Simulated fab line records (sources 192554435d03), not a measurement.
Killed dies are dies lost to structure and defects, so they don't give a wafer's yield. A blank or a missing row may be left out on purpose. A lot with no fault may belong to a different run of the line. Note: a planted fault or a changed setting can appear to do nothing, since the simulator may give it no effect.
Struck lot and sound lot, side by side	flow n5 finfet	37 steps out of a route of 1938
Sound: wafers L914.4, L914.5, L914.6. Struck: wafer L922.6 (left out: L922.3, L922.5 of the same lot, which were not struck); the cause appears at the end.
Per side, at each step with rows, come the tool, then ch with its chambers, and then its first start. Under that, the readings that differ: sound wafers	struck wafers	difference of the means	sigmas: that difference in standard deviations of wafers without a fault.
alike: words and numbers the same on both sides, and readings whose means are apart by under 2 such deviations; not compared: readings that were withheld, readings missing a value for some wafer, numbers with overlapping values and no deviation given by the record, and bounds like >300 which may hide the same value.
Wherever a step has rows on one side only, a row that says differs or no value, or a row with sigmas, the two part there. When numbers do not overlap yet have no deviation, they are printed without sigmas and do not part them. A reading that every wafer of one side lacks parts them only if that side has two wafers or more.

first, 9 steps without rows for these wafers: N5_BEOL_M3_ANNEAL_95 (time 240 s); N5_BEOL_M3_SPUTTER_96 (material Cu, target thk 4.5 nm, time 8.29 s); N5_BEOL_M3_ECD_50 (material Cu, target thk 300 nm); N5_BEOL_M3_ANNEAL_51 (time 90 s); N5_BEOL_M3_CMP_52 (polishes, stops on SiOC, t overpolish 6.8 s, target thk 40 nm); N5_BEOL_M3_PRE_CLEAN_60 (time 15 s); N5_BEOL_M3_CO_CAP_55 (material Co, precursor CCTBA/H2, target thk 2 nm, time 102.1 s); N5_BEOL_M3_PRE_CLEAN_56 (time 15 s); N5_BEOL_M3_DEP_57 (deposits SiCN from 3MS/NH3, target thk 8 nm, time 14 s).
N5_BEOL_M4_ILD_DEP_00: deposits SiOC from DEMS/O2, target thk 79 nm, time 15.3 s.
  sound on pecvd-03 ch 0,2, day 9 09:43; struck on pecvd-03 ch 2, day 11 06:25
reading	sound	struck	difference	sigmas
susceptor temp C (C)	350.33 350.35 349.73	335.40	-14.74	-70
model.SiOC_of_BEOL_M4_ILD_DEP_00.thk nm (nm)	80.4 79.4 80.2	83.2	+3.2	
  alike: heater power w, showerhead plenum p Torr, throttle valve pct
N5_BEOL_M4_THK_MEAS_01:
  sound: film metro-01 at day 9 09:47; struck: film metro-01 at day 11 06:29
reading	sound	struck	difference	sigmas
M4_ILD_THK (nm)	80.5 79.5 80.1	83.3	+3.3	+3
then, 24 steps without rows for these wafers: N5_BEOL_M4_PECVD_72 (deposits SiO2 from TEOS/O2, target thk 16 nm, time 18 s); N5_BEOL_M4_HM_DEP_02 (deposits TiN, target thk 20 nm); N5_BEOL_M4_COAT_61 (time 60 s, resist thk 60 nm); N5_BEOL_M4_COAT_62 (time 60 s, resist thk 12 nm); N5_BEOL_M4_COAT_73 (time 60 s, resist thk 5 nm); N5_BEOL_M4_COAT_05 (resist thk 30 nm); N5_BEOL_M4_EBR_07; N5_BEOL_M4_SOFTBAKE_06 (time 60 s); N5_BEOL_M4_EXPOSE_08 (exposes mask M4); N5_BEOL_M4_PEB_09 (peb time 60 s); N5_BEOL_M4_DEVELOP_10 (develop time 30 s); N5_BEOL_M4_DESCUM_16 (chemistry O2, time 7 s); N5_BEOL_M4_ETCH_74 (etches underlayer in N2/H2, target depth 6.5 nm, time 5.2 s); N5_BEOL_M4_ETCH_63 (etches SiARC in CF4, target depth 15.6 nm, time 26 s); N5_BEOL_M4_ETCH_64 (etches SOC in N2/H2, target depth 75 nm, overetch 22.5 nm, time 121.9 s); N5_BEOL_M4_STRIP_65 (strips in N2/H2); N5_BEOL_M4_STRIP_75 (strips in N2/H2); N5_BEOL_M4_STRIP_66 (strips in CF4); N5_BEOL_M4_HM_OPEN_17 (chemistry Cl2/BCl3, target TiN, target depth 20 nm, overetch 6 nm); N5_BEOL_M4_STRIP_19 (strips in O2); N5_BEOL_M4_COAT_67 (time 60 s, resist thk 60 nm); N5_BEOL_M4_COAT_68 (time 60 s, resist thk 12 nm); N5_BEOL_M4_COAT_76 (time 60 s, resist thk 5 nm); N5_BEOL_M4_COAT_22 (resist thk 30 nm).
N5_BEOL_M4_CMP_52: polishes, stops on SiOC, t overpolish 6.8 s, target thk 40 nm.
  sound on cmp-03 ch 0,3, day 9 23:26; struck on cmp-03 ch 3, day 11 22:52
reading	sound	struck	difference	sigmas
model.SiOC_of_BEOL_M4_ILD_DEP_00.thk nm (nm)	77.4 76.4 77.2	80.2	+3.2	
  alike: barrier field endpoint s, clearing platen rpm, motor current A, overpolish run s, slurry filter dp kPa, time to endpoint s
N5_BEOL_M4_RC_MEAS_101:
  sound on prober-01 ch 0, day 10 00:29; struck on prober-01 ch 0, day 11 23:42
reading	sound	struck	difference	sigmas
ION_N (uA/um)	677 672 658	688	+19	+2
  alike: DIBL_N, DIBL_P, IOFF_N, IOFF_P, ION_P, SS_N, SS_P, VT_N, VT_P

== WHERE THEY PART ==
First at N5_BEOL_M4_ILD_DEP_00; last, within this record, at N5_BEOL_M4_RC_MEAS_101.

WHY: whatever the simulator had introduced
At N5_BEOL_M4_ILD_DEP_00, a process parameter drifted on pecvd-03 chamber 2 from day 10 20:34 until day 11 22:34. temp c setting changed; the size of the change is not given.
